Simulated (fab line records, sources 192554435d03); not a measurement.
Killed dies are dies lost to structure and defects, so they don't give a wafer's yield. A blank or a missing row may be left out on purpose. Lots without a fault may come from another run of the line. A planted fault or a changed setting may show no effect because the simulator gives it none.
Split-lot experiment | flow n5_finfet | 7 lots, 21 wafers read, on a route of 1938 steps

THE SPLIT
At N5_BEOL_M3_ETCH_41 (etches SiCN in CH3F/O2, target depth 29.9 nm, time 52.5 s), the setting target_depth_a was moved away from the recipe's 299 angstrom on 8 of the 21 wafers read, by -12.0% to +11.3%. The other wafers ran this setting at the recipe's value.

The reading is taken at the split's own step.

THE READING
etch.depth_nm (the simulator's own value, which no gauge read), in nm, at N5_BEOL_M3_ETCH_41 (etches SiCN in CH3F/O2, target depth 29.9 nm, time 52.5 s). The file gives no usual value for it. The 13 wafers here that ran the recipe average 20.05 nm, standard deviation 0.3 nm.

wafer  | tool, chamber at the split | target_depth_a as run, angstrom | against the recipe | etch.depth_nm, nm | against lot-mates on the recipe
L075.1 | rie_diel-04, 2             | 299                             | recipe             | 19.8              | -
L075.2 | rie_diel-04, 3             | 299                             | recipe             | 19.84             | -
L075.4 | rie_diel-04, 3             | 299                             | recipe             | 19.82             | -
L079.3 | rie_diel-04, 2             | 317                             | +6.0%              | 20.81             | +1.20
L079.4 | rie_diel-04, 0             | 317                             | +6.0%              | 20.66             | +1.05
L079.5 | rie_diel-04, 3             | 299                             | recipe             | 19.61             | -
L086.2 | rie_diel-04, 3             | 263.1                           | -12.0%             | 17.4              | -2.33
L086.4 | rie_diel-04, 0             | 263.1                           | -12.0%             | 17.43             | -2.30
L086.6 | rie_diel-04, 3             | 299                             | recipe             | 19.73             | -
L087.3 | rie_diel-03, 2             | 299                             | recipe             | 20.02             | -
L087.5 | rie_diel-03, 0             | 332.9                           | +11.3%             | 22.35             | +2.37
L087.6 | rie_diel-03, 1             | 299                             | recipe             | 19.94             | -
L091.2 | rie_diel-01, 3             | 272.8                           | -8.8%              | 18.37             | -2.02
L091.3 | rie_diel-01, 0             | 299                             | recipe             | 20.25             | -
L091.4 | rie_diel-01, 2             | 299                             | recipe             | 20.53             | -
L095.1 | rie_diel-01, 1             | 299                             | recipe             | 20.31             | -
L095.4 | rie_diel-01, 2             | 299                             | recipe             | 20.46             | -
L095.5 | rie_diel-01, 1             | 299                             | recipe             | 20.44             | -
L096.3 | rie_diel-01, 0             | 265                             | -11.4%             | 17.62             | -2.31
L096.4 | rie_diel-01, 2             | 265                             | -11.4%             | 17.86             | -2.07
L096.5 | rie_diel-01, 0             | 299                             | recipe             | 19.93             | -

THE FIT
A straight line over all 21 wafers: etch.depth_nm changes by +0.197 nm for each +1% of target_depth_a; r = +0.97; the points scatter about the line by 0.3 nm.
The same after taking each lot's own level away (the mean of its wafers on the recipe; 21 wafers): +0.198 nm for each +1%; r = +1.00; scatter 0.11 nm.
On that fit, the largest move of target_depth_a shifts the reading by 2.4 nm.
The lots' own levels span 19.610 to 20.403 nm, that is 2.7 times the standard deviation above.
So the lot-to-lot level changes the slope little: the two slopes agree.
Check: with one of the wafers moved furthest among these (-12.0%) left out of the fit, the line predicts -2.39 nm for it against its lot-mates. It came out at -2.33 nm against them.

OTHER SPLITS ON THESE WAFERS
These wafers also went through other splits before the reading. Each is held against what the fit with the lots' levels taken away leaves over:
other split on the same wafers   | wafers away from the commonest value | r with etch.depth_nm (lot level and that fit taken away)
N5_BEOL_M2_EXPOSE_25 dose_mj     | 13                                   | +0.02
N5_BEOL_M3_TRENCH_ETCH_37 time_s | 9                                    | -0.20

THE FILE'S OWN FIT
etch.depth_nm changes by +0.202 nm for each +1% of target_depth_a, r = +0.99.
